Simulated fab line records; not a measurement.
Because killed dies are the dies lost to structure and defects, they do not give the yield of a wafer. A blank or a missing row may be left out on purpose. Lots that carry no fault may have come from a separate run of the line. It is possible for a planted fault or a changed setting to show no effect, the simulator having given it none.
Matching of chambers    flow n5Finfet    rieDiel-04 running N5_BEOL_M6_STRIP_67: 4 sister chambers
The step strips in CF4. 4 wafers are shown with their chamber, then 10 later ones without.

== WAFERS PAIRED WITH THEIR CHAMBERS ==
wafer   chamber  drypumpMotorCurrentA (A)
L090.1  2        5.4
L090.4  1        5.4
L092.1  3        6.5
L092.2  0        6.4

== WAFERS WITH NO CHAMBER GIVEN ==
wafer   drypumpMotorCurrentA (A)
L092.5  5.4
L093.1  6.5
L093.3  6.4
L093.5  5.3
L095.1  5.4
L095.2  6.5
L095.4  5.3
L097.4  5.5
L097.5  5.4
L097.6  5.3

== THE CHAMBER EACH PASSED THROUGH ==
wafer   from the rows above      in truth
L092.5  can't be placed: 1 or 2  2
L093.1  can't be placed: 3 or 0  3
L093.3  can't be placed: 0 or 3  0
L093.5  can't be placed: 1 or 2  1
L095.1  can't be placed: 1 or 2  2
L095.2  can't be placed: 3 or 0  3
L095.4  can't be placed: 1 or 2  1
L097.4  can't be placed: 1 or 2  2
L097.5  can't be placed: 1 or 2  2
L097.6  can't be placed: 1 or 2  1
Placed correctly: 0 of 10. Can't be placed from these rows: 10 (the true chamber is among the candidates in 10). Placed wrongly: 0.
How it was worked out, from the rows above alone: a wafer's distance from a chamber is the root of the sum, over the readings, of the square of ((its reading less the chamber's mean) divided by the reading's scatter). The wafer belongs to the nearest chamber; if the next one is less than 2 further off, it can't be placed. The mean given for a chamber averages the wafers shown for that chamber. The scatter: root of mean squared gap, hidden wafer to nearest shown wafer, with one shown wafer a chamber.
